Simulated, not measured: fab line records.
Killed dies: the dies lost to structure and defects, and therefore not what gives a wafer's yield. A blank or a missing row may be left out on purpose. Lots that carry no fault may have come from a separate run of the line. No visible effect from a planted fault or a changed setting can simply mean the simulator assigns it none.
fab line records	flow nand-harc
record lots=24	wafers=72	last-day=24
route steps=1159 shown A_CONTACT@881 A_BLC@989 A_M0@1018
lots that met no fault: from a run of the same line without faults
start-h: start of the lot's first displayed wafer, in hours after the record's first day	wait-h: hours elapsed since this lot's preceding step	" identical to the entry in the row above	L1.1+2: a row that stands for several wafers	- value missing, or start not given	* or withheld: withheld	< > ~ a bound
route shown NAME@n: names a module that has steps shown in the file, with the first one's number in the route	usual: mean/standard deviation of fault-free wafers	same: alike in all rows	chamber/n: place in a boat	sites: the reading at each site	_std_site: how widely they spread, as a standard deviation	_edge_site: mean of outer sites minus mean of inner sites	radius-mm: for every site, how far away it sits from the centre of the wafer	mask NAME#n: copy n	behind: the most recent tool/chamber to have shaped the wafer	hold: cause of the lot's hold/its duration in hours/its outcome	device: the transistor (n, p or np) that didn't switch	end of line: the same wafers' tests at the end of the route	for a step that has no rows: nothing shown but its recipe	killed: the dies lost at the first sort to structure and to defects; this is not the yield of the wafer	map: per-die view of a wafer (x killed, . not killed, _ where there is no die)
set.NAME: setting as actually run; set.NAME@STEP: the setting as run at that earlier step	model.NAME: the simulator's own value behind a step, which no gauge read
route steps across a sampled set of lots; one table per step, one row per wafer
services: the hour from which a tool's chamber was out of use, counted from the record's first day as start-h (under 0 if before that day), plus the number of hours and why
## steps
# step NHARC_A_CONTACT_ETCH_102
# recipe target-depth-a=700	overetch-a=70	time-s=38.5	ion-energy-ev=100	cf4-flow-sccm=80	o2-flow-sccm=20	ar-flow-sccm=0	rf-w=300	bias-w=100	chemistry=CF4/O2
# usual drypump-motor-current-A=5.8/0.52	oes_o_777_au=1.000/0.0049	oes-product-au=0.998/0.0076	rf-vpp-V=198.1/1.6	showerhead-plenum-p-Torr=1.35/0.058	throttle-valve-pct=13.398/0.009
lot.wafer	tool	chamber	start-h	wait-h	drypump-motor-current-A	oes_o_777_au	oes-product-au	rf-hours-counter-h	rf-vpp-V	showerhead-plenum-p-Torr	throttle-valve-pct
L074.1	rie-diel-06	3	366.52	0.1	6.7	1.000	0.999	25	198.6	1.40	13.401
L074.5	"	1	"	"	5.4	0.996	0.989	-	197.0	1.24	13.399
L074.6	"	2	"	"	5.0	1.003	1.006	-	198.7	1.40	13.383
L077.1	rie-diel-13	1	379.18	0.0	6.2	1.001	0.999	39	197.0	1.29	13.403
L077.6	"	1	"	"	6.2	0.996	1.008	-	196.7	1.29	13.393
L077.5	"	2	"	"	5.8	1.008	0.996	-	196.1	1.34	13.383
L075.1	rie-diel-06	3	379.39	0.1	6.7	1.004	0.985	28	199.6	1.40	13.396
L075.2	"	0	"	"	5.3	1.004	1.009	25	195.0	1.32	13.405
L075.4	"	1	"	"	5.4	1.010	0.990	26	195.0	1.24	13.401
L079.2	rie-diel-06	3	383.31	0.1	6.7	0.994	0.986	28	199.2	1.40	13.389
L079.1	"	1	"	"	5.4	1.007	0.994	27	195.3	1.24	13.385
L079.3	"	2	"	"	5.0	0.998	1.000	27	198.8	1.40	13.395
L078.2	rie-diel-13	2	384.02	0.2	5.8	1.000	0.993	37	197.0	1.34	13.408
L078.1	"	3	"	"	6.3	1.001	0.989	42	198.7	1.38	13.398
L078.6	"	3	"	"	6.3	1.008	0.995	-	198.4	1.38	13.392
L076.2	rie-diel-05	2	386.44	0.1	5.6	1.004	1.014	13	198.2	1.33	13.400
L076.4	"	3	"	"	6.2	1.003	0.993	15	197.2	1.34	13.404
L076.6	"	3	"	"	6.2	1.003	0.996	-	198.1	1.34	13.408
L080.2	rie-diel-06	0	409.92	0.1	5.3	0.994	1.005	29	196.8	1.31	13.391
L080.6	"	1	"	"	5.4	1.001	0.993	-	196.8	1.24	13.400
L080.5	"	2	"	"	5.0	1.000	0.998	-	198.6	1.40	13.397
L082.3	rie-diel-13	2	420.28	0.0	5.8	0.998	0.999	49	198.2	1.34	13.392
L082.1	"	1	"	"	6.3	1.002	1.003	52	197.3	1.29	13.398
L082.6	"	3	"	"	6.3	1.006	1.003	-	198.9	1.37	13.395
L081.1	rie-diel-05	0	423.62	0.1	6.1	1.008	0.990	29	199.3	1.41	13.397
L081.5	"	1	"	"	5.9	1.003	0.994	-	199.3	1.39	13.395
L081.6	"	2	"	"	5.6	0.994	0.993	-	197.9	1.33	13.392
L083.4	rie-diel-05	1	426.28	0.1	5.9	0.995	1.001	29	200.1	1.39	13.399
L083.6	"	3	"	"	6.2	0.998	0.997	-	198.8	1.34	13.424
L083.5	"	0	"	"	6.1	0.992	0.990	-	199.5	1.41	13.402
L086.2	rie-diel-06	1	432.43	0.1	5.4	1.008	1.010	1	196.5	1.24	13.383
L086.6	"	3	"	"	6.6	1.008	1.000	-	198.5	1.40	13.410
L086.5	"	0	"	"	5.3	1.006	0.996	-	197.2	1.31	13.396
L084.1	rie-diel-06	3	433.33	0.1	6.7	0.996	1.007	2	198.0	1.39	13.403
L084.4	"	0	"	"	5.3	1.004	1.005	2	197.8	1.31	13.410
L084.6	"	2	"	"	5.0	1.001	1.003	-	198.6	1.40	13.410
L085.2	rie-diel-13	3	440.91	0.1	6.3	1.009	1.008	60	199.6	1.37	13.394
L085.4	"	0	"	"	5.8	0.991	0.997	58	200.1	1.43	13.397
L085.6	"	1	"	"	6.2	1.006	1.009	-	195.9	1.29	13.400
L089.3	rie-diel-06	0	462.28	0.1	5.3	1.000	1.011	7	197.2	1.31	13.380
L089.4	"	1	"	"	5.4	0.992	1.007	7	196.4	1.24	13.402
L089.6	"	3	"	"	6.6	1.001	1.021	-	198.3	1.39	13.401
L087.1	rie-diel-06	3	464.28	0.1	6.6	0.998	1.004	7	199.1	1.39	13.389
L087.4	"	0	"	"	5.3	0.998	1.001	7	197.4	1.31	13.403
L087.6	"	1	"	"	5.4	0.989	1.002	-	194.9	1.24	13.410
L091.1	rie-diel-06	3	468.46	0.1	6.6	1.004	0.992	7	197.6	1.39	13.392
L091.3	"	0	"	"	5.3	1.000	0.993	7	196.4	1.31	13.397
L091.6	"	0	"	"	5.3	1.013	0.991	-	196.7	1.31	13.402
L090.1	rie-diel-06	3	470.60	0.1	6.6	1.005	1.008	8	200.0	1.39	13.377
L090.6	"	0	"	"	5.3	1.010	1.006	-	197.3	1.31	13.400
L090.5	"	1	"	"	5.4	0.999	1.005	-	196.6	1.24	13.401
L088.4	rie-diel-06	1	474.61	0.0	5.4	0.994	0.995	9	197.0	1.24	13.390
L088.3	"	3	"	"	6.6	1.006	1.005	9	197.1	1.39	13.391
L088.5	"	2	"	"	5.0	1.003	0.997	-	199.6	1.39	13.404
L093.4	rie-diel-13	0	478.19	0.1	5.9	0.992	1.008	5	198.0	1.43	13.405
L093.2	"	1	"	"	6.2	0.997	0.998	6	196.6	1.29	13.393
L093.1	"	2	"	"	5.8	0.999	1.001	7	199.0	1.33	13.401
L095.1	rie-diel-06	2	480.06	0.3	5.0	0.999	1.004	12	199.6	1.39	13.368
L095.6	"	1	"	"	5.5	0.998	0.997	-	197.4	1.24	13.389
L095.5	"	0	"	"	5.3	0.997	0.998	-	197.9	1.31	13.395
L094.2	rie-diel-13	0	485.66	0.1	5.9	1.003	0.989	9	201.2	1.43	13.410
L094.3	"	1	"	"	6.2	0.996	0.990	9	198.4	1.29	13.408
L094.6	"	3	"	"	6.3	1.002	0.984	-	199.7	1.37	13.404
L092.1	rie-diel-06	2	499.97	0.1	5.0	1.003	0.995	16	198.3	1.39	13.385
L092.5	"	1	"	"	5.4	1.000	1.009	-	194.8	1.24	13.389
L092.6	"	2	"	"	5.0	1.003	1.007	-	198.1	1.39	13.393
L097.3	rie-diel-13	0	505.98	0.1	5.8	0.997	0.988	15	198.7	1.43	13.405
L097.6	"	3	"	"	6.3	0.995	0.993	-	199.0	1.37	13.411
L097.5	"	0	"	"	5.9	0.993	0.987	-	201.6	1.43	13.408
L096.4	rie-diel-13	2	506.86	0.0	5.8	0.998	0.991	17	197.6	1.33	13.407
L096.3	"	3	"	"	6.3	0.998	0.990	16	198.1	1.37	13.389
L096.6	"	3	"	"	6.3	1.007	0.994	-	198.5	1.37	13.401
# step NHARC_A_CONTACT_OVL_MEAS_09
# usual overlay-x-nm=0.2/0.83	overlay-y-nm=0.2/0.9
lot.wafer	tool	chamber	start-h	wait-h	overlay-x-nm	overlay-y-nm
L074.1	overlay-02	-	377.25	-	-0.2	-0.3
L074.5	"	-	"	"	-0.6	-0.1
L074.6	"	-	"	"	-0.5	-0.1
L077.1	overlay-02	-	390.87	-	-0.6	0.6
L077.5	"	-	"	"	-0.1	0.0
L077.6	"	-	"	"	-0.7	0.7
L075.1	overlay-02	-	391.03	-	0.1	-1.8
L075.2	"	-	"	"	0.2	-1.9
L075.4	"	-	"	"	0.2	-2.1
L079.1	overlay-02	-	392.88	-	1.7	0.2
L079.2	"	-	"	"	1.6	0.2
L079.3	"	-	"	"	1.5	0.4
L078.1	overlay-02	-	393.81	-	-0.4	-1.1
L078.2	"	-	"	"	-1.0	0.0
L078.6	"	-	"	"	-0.7	-0.4
L076.2	overlay-02	-	395.95	-	0.1	0.3
L076.4	"	-	"	"	0.1	0.4
L076.6	"	-	"	"	0.2	-0.5
L080.2	overlay-02	-	422.64	-	0.3	-0.9
L080.5	"	-	"	"	0.5	-0.2
L080.6	"	-	"	"	-0.1	-0.6
L082.1	overlay-02	-	433.55	-	-0.1	1.4
L082.3	"	-	"	"	-0.4	1.1
L082.6	"	-	"	"	-0.1	1.3
L081.1	overlay-02	-	436.74	-	-0.3	-1.3
L081.5	"	-	"	"	-0.6	-1.5
L081.6	"	-	"	"	-0.2	-1.1
L083.4	overlay-02	-	441.65	-	0.7	1.0
L083.5	"	-	"	"	1.8	1.4
L083.6	"	-	"	"	1.7	0.4
L086.2	overlay-02	-	446.97	-	-0.2	0.2
L086.5	"	-	"	"	0.0	0.8
L086.6	"	-	"	"	-0.6	0.8
L084.1	overlay-01	-	448.64	-	-1.3	0.5
L084.4	"	-	"	"	-1.4	1.0
L084.6	"	-	"	"	-1.4	0.7
L085.2	overlay-02	-	452.67	-	0.4	1.1
L085.4	"	-	"	"	1.0	1.3
L085.6	"	-	"	"	0.4	0.9
L089.3	overlay-01	-	477.65	-	0.9	-1.0
L089.4	"	-	"	"	0.6	-1.5
L089.6	"	-	"	"	0.7	-1.0
L087.1	overlay-02	-	478.95	-	-0.2	0.9
L087.4	"	-	"	"	-0.2	1.4
L087.6	"	-	"	"	0.3	1.0
L091.1	overlay-02	-	481.94	-	1.7	0.8
L091.3	"	-	"	"	0.8	0.5
L091.6	"	-	"	"	1.7	0.9
L090.1	overlay-01	-	485.28	-	0.7	1.5
L090.5	"	-	"	"	0.3	1.6
L090.6	"	-	"	"	0.4	1.5
L088.3	overlay-02	-	489.20	-	-0.2	0.7
L088.4	"	-	"	"	-0.1	0.6
L088.5	"	-	"	"	-0.5	0.4
L093.1	overlay-02	-	493.35	-	1.2	0.1
L093.2	"	-	"	"	0.9	0.0
L093.4	"	-	"	"	0.8	-0.2
L095.1	overlay-02	-	494.26	-	0.9	1.2
L095.5	"	-	"	"	1.2	0.7
L095.6	"	-	"	"	1.4	1.2
L094.2	overlay-01	-	498.56	-	-0.9	0.4
L094.3	"	-	"	"	-0.1	-0.4
L094.6	"	-	"	"	-0.3	0.4
L092.1	overlay-02	-	511.05	-	1.5	-0.7
L092.5	"	-	"	"	1.8	-0.5
L092.6	"	-	"	"	1.5	-0.9
L097.3	overlay-01	-	515.58	-	-0.9	0.0
L097.5	"	-	"	"	-0.2	-0.1
L097.6	"	-	"	"	0.1	-0.3
L096.3	overlay-02	-	518.21	-	-0.9	-0.2
L096.4	"	-	"	"	-0.9	-0.5
L096.6	"	-	"	"	-0.4	-0.1
# step NHARC_A_CONTACT_ETCH_137
# recipe source-w=withheld	pressure-mtorr=20	bias-v=3000	time-s=132	target-depth-a=12870	ar-flow-sccm=withheld	c4f8-flow-sccm=withheld	o2-flow-sccm=withheld	chemistry=C4F8/O2/Ar
lot.wafer	tool	chamber	start-h	wait-h	rf-hours-counter-h
L074.1	har-cap-etch-02	0	378.78	0.1	10
L074.6	"	0	"	"	-
L074.5	"	1	"	"	-
L077.1	har-cap-etch-03	0	392.40	0.1	88
L077.5	"	0	"	"	-
L077.6	"	1	"	"	-
L075.2	har-cap-etch-01	1	392.57	0.1	62
L075.1	"	0	"	"	62
L075.4	"	0	"	"	-
L079.1	har-cap-etch-02	1	394.45	0.1	14
L079.2	"	0	"	"	14
L079.3	"	0	"	"	-
L078.2	har-cap-etch-03	0	395.34	0.1	89
L078.1	"	1	"	"	89
L078.6	"	1	"	"	-
L076.2	har-cap-etch-01	1	397.50	0.1	63
L076.4	"	0	"	"	-
L076.6	"	1	"	"	-
L080.2	har-cap-etch-01	1	424.24	0.1	65
L080.6	"	1	"	"	-
L080.5	"	0	"	"	-
L082.1	har-cap-etch-03	1	435.10	0.1	93
L082.3	"	1	"	"	-
L082.6	"	1	"	"	-
L081.1	har-cap-etch-02	1	438.30	0.1	19
L081.5	"	0	"	"	-
L081.6	"	1	"	"	-
L083.4	har-cap-etch-01	1	443.23	0.1	-
L083.5	"	1	"	"	-
L083.6	"	0	"	"	-
L086.2	har-cap-etch-01	1	448.59	0.1	70
L086.5	"	0	"	"	-
L086.6	"	1	"	"	-
L084.1	har-cap-etch-02	0	450.20	0.1	21
L084.4	"	1	"	"	-
L084.6	"	1	"	"	-
L085.2	har-cap-etch-03	1	454.25	0.1	96
L085.4	"	0	"	"	-
L085.6	"	1	"	"	-
L089.3	har-cap-etch-03	0	479.49	0.1	-
L089.4	"	1	"	"	-
L089.6	"	0	"	"	-
L087.1	har-cap-etch-01	0	480.68	0.1	76
L087.4	"	0	"	"	-
L087.6	"	0	"	"	-
L091.1	har-cap-etch-01	0	483.77	0.1	77
L091.3	"	0	"	"	-
L091.6	"	1	"	"	-
L090.1	har-cap-etch-01	0	486.99	0.1	77
L090.6	"	0	"	"	-
L090.5	"	1	"	"	-
L088.3	har-cap-etch-02	1	490.77	0.1	-
L088.4	"	0	"	"	-
L088.5	"	1	"	"	-
L095.1	har-cap-etch-03	0	495.83	0.1	104
L095.5	"	1	"	"	-
L095.6	"	0	"	"	-
L093.2	har-cap-etch-02	0	496.29	0.1	31
L093.1	"	1	"	"	31
L093.4	"	1	"	"	-
L094.2	har-cap-etch-03	0	500.12	0.1	105
L094.3	"	1	"	"	-
L094.6	"	1	"	"	-
L092.1	har-cap-etch-01	1	512.82	0.1	83
L092.6	"	0	"	"	-
L092.5	"	1	"	"	-
L097.3	har-cap-etch-02	1	517.15	0.1	-
L097.6	"	1	"	"	-
L097.5	"	0	"	"	-
L096.4	har-cap-etch-03	0	519.95	0.1	-
L096.3	"	1	"	"	-
L096.6	"	1	"	"	-
# step NHARC_A_BLC_CVD_24
# recipe target-thk-a=1500	temp-c=300	pressure-torr=40	wf6-flow-sccm=40	h2-flow-sccm=1600	ar-flow-sccm=1560	time-s=434	material=W
# usual chamber-pressure-Torr=39.99/0.075	heater-power-w=487/26	throttle-valve-pct=7.92/0.27
lot.wafer	tool	chamber	start-h	wait-h	chamber-pressure-Torr	heater-power-w	throttle-valve-pct
L074.1	cvd-w-02	1	-	-	39.90	520	7.91
L074.5	"	1	"	"	40.09	511	8.01
L074.6	"	0	"	"	39.87	456	7.63
L077.1	cvd-w-01	1	-	-	39.97	487	7.80
L077.5	"	0	"	"	39.87	484	7.70
L077.6	"	1	"	"	40.03	496	8.08
L075.2	cvd-w-01	1	-	-	40.05	484	8.02
L075.1	"	0	"	"	39.95	481	7.42
L075.4	"	1	"	"	40.08	489	7.95
L079.2	cvd-w-02	0	-	-	40.09	449	7.75
L079.1	"	1	"	"	40.09	510	8.40
L079.3	"	0	"	"	40.08	440	7.52
L078.1	cvd-w-02	0	-	-	39.96	447	7.66
L078.2	"	1	"	"	40.08	523	8.29
L078.6	"	1	"	"	40.11	514	7.93
L076.2	cvd-w-01	1	-	-	39.98	499	8.00
L076.4	"	0	"	"	40.06	476	7.73
L076.6	"	1	"	"	40.02	498	8.08
L080.2	cvd-w-01	0	-	-	39.91	487	7.45
L080.5	"	0	"	"	39.97	479	7.81
L080.6	"	1	"	"	40.02	501	8.31
L082.1	cvd-w-02	1	-	-	39.97	528	8.59
L082.3	"	0	"	"	40.00	449	7.62
L082.6	"	1	"	"	40.01	515	8.36
L081.1	cvd-w-02	0	-	-	39.95	440	7.71
L081.5	"	0	"	"	40.09	442	7.91
L081.6	"	1	"	"	40.01	516	8.02
L083.4	cvd-w-01	0	-	-	40.05	473	7.57
L083.5	"	0	"	"	40.09	469	7.82
L083.6	"	1	"	"	39.92	502	8.13
L086.2	cvd-w-01	0	-	-	39.94	481	7.53
L086.6	"	1	"	"	40.24	492	7.77
L086.5	"	0	"	"	39.87	480	7.65
L084.1	cvd-w-01	0	464.55	-	40.01	467	7.44
L084.4	"	0	"	"	39.93	469	7.65
L084.6	"	0	"	"	39.97	477	7.67
L085.2	cvd-w-02	1	-	-	39.92	517	8.21
L085.4	"	1	"	"	39.91	535	8.42
L085.6	"	0	"	"	39.97	446	7.65
L089.3	cvd-w-01	0	-	-	40.04	487	7.65
L089.4	"	1	"	"	40.06	501	8.23
L089.6	"	0	"	"	39.99	475	7.59
L087.1	cvd-w-01	1	-	-	40.01	502	7.87
L087.4	"	1	"	"	39.96	495	8.12
L087.6	"	1	"	"	39.89	498	8.38
L091.1	cvd-w-02	0	492.65	-	40.00	448	7.61
L091.3	"	1	"	"	40.01	525	8.16
L091.6	"	0	"	"	40.02	461	7.65
L090.1	cvd-w-02	1	-	-	39.96	521	8.20
L090.5	"	1	"	"	39.93	530	8.28
L090.6	"	0	"	"	40.11	438	7.80
L088.4	cvd-w-02	1	-	-	39.93	522	8.09
L088.3	"	0	"	"	39.95	450	7.69
L088.5	"	1	"	"	40.02	521	8.50
L095.1	cvd-w-01	0	-	-	39.95	491	7.77
L095.5	"	1	"	"	40.07	500	7.99
L095.6	"	0	"	"	40.09	485	7.86
L093.1	cvd-w-01	0	-	-	40.05	466	7.75
L093.2	"	1	"	"	40.04	514	8.12
L093.4	"	1	"	"	39.89	507	7.99
L094.2	cvd-w-01	0	-	-	39.95	486	7.75
L094.3	"	1	"	"	39.93	493	8.14
L094.6	"	0	"	"	40.00	475	7.74
L092.1	cvd-w-01	0	-	-	40.08	478	7.94
L092.6	"	0	"	"	39.95	483	7.63
L092.5	"	1	"	"	39.98	509	7.93
L097.3	cvd-w-02	1	-	-	39.81	519	8.62
L097.6	"	1	"	"	39.94	530	8.40
L097.5	"	0	"	"	40.02	452	7.55
L096.3	cvd-w-01	0	-	-	39.91	488	7.78
L096.4	"	1	"	"	40.04	506	8.15
L096.6	"	1	"	"	39.88	507	8.27
# step NHARC_A_BLC_CMP_25
# recipe t-overpolish-s=30	target-thk-nm=150
# usual motor-current-A=12.5/1.7	overpolish-run-s=30.001/0.0087	time-to-endpoint-s=29.6/2.6
lot.wafer	tool	chamber	start-h	wait-h	motor-current-A	overpolish-run-s	time-to-endpoint-s
L074.1	cmp-01	0	391.96	0.5	11.3	29.996	30.2
L074.6	"	1	"	"	11.7	30.004	30.0
L074.5	"	2	"	"	12.4	29.999	30.5
L077.1	cmp-03	3	401.79	0.4	12.8	29.998	24.7
L077.6	"	3	"	"	12.3	30.007	26.3
L077.5	"	0	"	"	13.6	30.010	27.2
L075.2	cmp-03	1	402.99	0.5	12.6	29.996	25.7
L075.4	"	3	"	"	13.0	30.004	26.7
L075.1	"	0	"	"	14.5	30.005	29.5
L079.3	cmp-03	1	404.50	0.3	12.0	30.000	25.9
L079.1	"	2	"	"	12.9	30.001	23.4
L079.2	"	0	"	"	13.6	30.008	26.3
L078.2	cmp-03	0	407.77	0.4	13.9	30.002	31.0
L078.1	"	1	"	"	13.0	30.011	27.6
L078.6	"	0	"	"	13.5	29.998	29.2
L076.2	cmp-01	3	409.24	0.5	16.5	29.993	27.4
L076.4	"	2	"	"	12.5	29.997	28.8
L076.6	"	0	"	"	11.1	29.994	26.2
L080.2	cmp-04	1	431.95	0.5	10.9	30.011	31.2
L080.5	"	1	"	"	11.2	30.009	30.4
L080.6	"	2	"	"	10.8	30.012	28.1
L082.1	cmp-04	1	441.71	0.4	10.8	29.990	29.9
L082.3	"	3	"	"	11.9	29.997	30.4
L082.6	"	0	"	"	9.8	29.996	30.3
L081.1	cmp-01	0	444.69	0.5	11.2	29.985	25.9
L081.6	"	0	"	"	11.3	30.006	29.4
L081.5	"	1	"	"	11.8	30.006	26.2
L083.4	cmp-01	3	454.88	0.4	16.2	30.008	26.3
L083.6	"	0	"	"	10.6	29.991	27.5
L083.5	"	1	"	"	11.8	30.014	28.6
L086.2	cmp-04	0	461.87	0.4	10.4	29.994	32.5
L086.5	"	2	"	"	11.5	29.997	30.3
L086.6	"	3	"	"	11.7	30.002	30.8
L084.4	cmp-01	0	465.10	0.3	11.2	30.002	26.9
L084.1	"	2	"	"	13.3	29.993	25.7
L084.6	"	0	"	"	10.7	30.021	29.0
L085.2	cmp-04	0	465.15	0.5	9.3	30.011	29.8
L085.4	"	2	"	"	11.2	30.012	30.0
L085.6	"	3	"	"	11.5	30.003	30.8
L089.3	cmp-01	3	491.29	0.3	16.7	30.009	31.9
L089.4	"	0	"	"	11.0	29.986	34.0
L089.6	"	2	"	"	12.8	29.992	34.7
L087.1	cmp-03	1	491.76	0.4	12.0	30.011	30.6
L087.4	"	2	"	"	13.0	30.002	32.0
L087.6	"	0	"	"	14.2	30.000	31.1
L091.3	cmp-01	0	493.13	0.3	11.3	30.013	32.8
L091.1	"	1	"	"	11.7	30.001	31.7
L091.6	"	0	"	"	10.8	30.002	32.9
L090.1	cmp-01	3	497.90	0.5	15.8	29.998	32.3
L090.5	"	3	"	"	16.2	29.987	30.8
L090.6	"	0	"	"	10.6	29.992	32.2
L088.3	cmp-03	3	498.32	0.2	12.2	30.008	32.2
L088.4	"	2	"	"	13.4	29.996	28.2
L088.5	"	0	"	"	14.2	29.986	33.2
L095.1	cmp-03	1	507.72	0.4	13.0	30.019	28.3
L095.6	"	0	"	"	14.3	30.005	32.5
L095.5	"	1	"	"	12.6	29.992	30.2
L093.1	cmp-03	3	508.13	0.5	12.1	30.002	31.2
L093.4	"	0	"	"	14.2	29.999	31.2
L093.2	"	2	"	"	12.9	30.001	29.3
L094.3	cmp-01	1	508.60	0.3	11.6	29.985	31.5
L094.2	"	2	"	"	12.7	30.007	34.4
L094.6	"	0	"	"	11.1	30.022	32.5
L092.1	cmp-04	2	519.47	0.5	11.2	30.004	29.1
L092.6	"	1	"	"	10.7	29.995	30.5
L092.5	"	2	"	"	11.0	30.001	31.3
L097.3	cmp-03	2	524.97	0.4	13.2	29.995	30.8
L097.5	"	3	"	"	12.4	29.994	31.7
L097.6	"	0	"	"	14.3	30.007	32.1
L096.4	cmp-03	1	534.46	0.2	12.5	30.002	27.5
L096.3	"	3	"	"	11.9	30.019	28.3
L096.6	"	2	"	"	13.1	30.009	28.2
# step NHARC_A_M0_ANNEAL_30
# recipe temp-c=225	time-s=90
# usual wafer_temp_C_max=226.6/0.33
lot.wafer	tool	chamber	start-h	wait-h	wafer_temp_C_max
L074.1	rtp-anneal-02	0	395.12	-	226.7
L074.5	"	0	"	"	226.6
L074.6	"	0	"	"	226.8
L077.1	rtp-anneal-02	0	405.02	0.3	226.8
L077.5	"	0	"	"	226.8
L077.6	"	0	"	"	227.1
L075.1	rtp-anneal-02	0	406.22	0.4	226.9
L075.2	"	0	"	"	226.9
L075.4	"	0	"	"	226.9
L079.1	rtp-anneal-01	0	407.58	-	226.7
L079.2	"	0	"	"	226.4
L079.3	"	0	"	"	226.3
L078.1	rtp-anneal-02	0	410.85	0.3	227.2
L078.2	"	0	"	"	226.7
L078.6	"	0	"	"	226.5
L076.2	rtp-anneal-01	0	412.45	-	226.3
L076.4	"	0	"	"	226.1
L076.6	"	0	"	"	226.7
L080.2	rtp-anneal-02	0	435.33	-	226.7
L080.5	"	0	"	"	226.5
L080.6	"	0	"	"	226.7
L082.1	rtp-anneal-02	0	445.06	0.5	227.4
L082.3	"	0	"	"	226.6
L082.6	"	0	"	"	226.7
L081.1	rtp-anneal-01	0	447.96	-	226.5
L081.5	"	0	"	"	226.7
L081.6	"	0	"	"	226.2
L083.4	rtp-anneal-01	0	458.24	-	227.0
L083.5	"	0	"	"	226.3
L083.6	"	0	"	"	226.4
L086.2	rtp-anneal-01	0	465.03	0.4	226.7
L086.5	"	0	"	"	226.2
L086.6	"	0	"	"	226.3
L084.1	rtp-anneal-01	0	468.09	0.3	226.5
L084.4	"	0	"	"	226.0
L084.6	"	0	"	"	226.2
L085.2	rtp-anneal-02	0	468.58	-	226.5
L085.4	"	0	"	"	226.7
L085.6	"	0	"	"	226.9
L089.3	rtp-anneal-01	0	494.51	-	226.6
L089.4	"	0	"	"	226.5
L089.6	"	0	"	"	226.4
L087.1	rtp-anneal-01	0	494.85	0.3	226.2
L087.4	"	0	"	"	226.2
L087.6	"	0	"	"	226.4
L091.1	rtp-anneal-02	0	496.36	-	226.9
L091.3	"	0	"	"	226.9
L091.6	"	0	"	"	226.1
L090.1	rtp-anneal-02	0	501.15	0.3	227.1
L090.5	"	0	"	"	226.8
L090.6	"	0	"	"	226.7
L088.3	rtp-anneal-01	0	501.65	0.3	226.7
L088.4	"	0	"	"	226.4
L088.5	"	0	"	"	226.4
L095.1	rtp-anneal-01	0	510.87	-	226.3
L095.5	"	0	"	"	226.2
L095.6	"	0	"	"	226.6
L093.1	rtp-anneal-01	0	511.29	0.3	226.6
L093.2	"	0	"	"	225.9
L093.4	"	0	"	"	226.5
L094.2	rtp-anneal-01	0	511.77	0.3	225.9
L094.3	"	0	"	"	226.4
L094.6	"	0	"	"	226.7
L092.1	rtp-anneal-01	0	522.55	0.3	226.5
L092.5	"	0	"	"	226.7
L092.6	"	0	"	"	226.3
L097.3	rtp-anneal-02	0	528.45	-	226.9
L097.5	"	0	"	"	226.7
L097.6	"	0	"	"	226.6
L096.3	rtp-anneal-02	0	537.59	-	226.3
L096.4	"	0	"	"	226.2
L096.6	"	0	"	"	226.3
## services
tool	chamber	start-h	hours	kind
rie-diel-06	0	348.22	-	clean
cmp-03	-	349.33	0.3	repair
cmp-03	-	352.10	4.0	pm
cmp-04	-	364.74	0.4	repair
rie-diel-05	2	373.55	2.0	repair
cmp-01	-	375.78	4.0	pm
cvd-w-02	-	377.20	13.0	pm
cmp-04	-	399.13	4.0	pm
rie-diel-06	-	418.20	9.0	pm
cmp-01	-	435.85	3.8	repair
cmp-04	-	446.39	1.4	repair
cmp-03	-	450.10	4.0	pm
rie-diel-13	-	453.14	9.0	pm
cvd-w-01	-	473.60	13.0	pm
cvd-w-01	0	473.60	13.0	vent-cycle
cvd-w-01	1	473.60	13.0	vent-cycle
cmp-01	-	473.78	4.0	pm
rie-diel-06	3	475.93	7.0	repair
rie-diel-05	2	479.22	14.6	repair
cvd-w-01	0	486.60	-	clean
cvd-w-01	1	486.60	-	clean
cmp-04	-	488.82	4.6	repair
cmp-04	-	497.25	4.0	pm
cmp-01	-	512.70	4.6	repair
## key
fault none
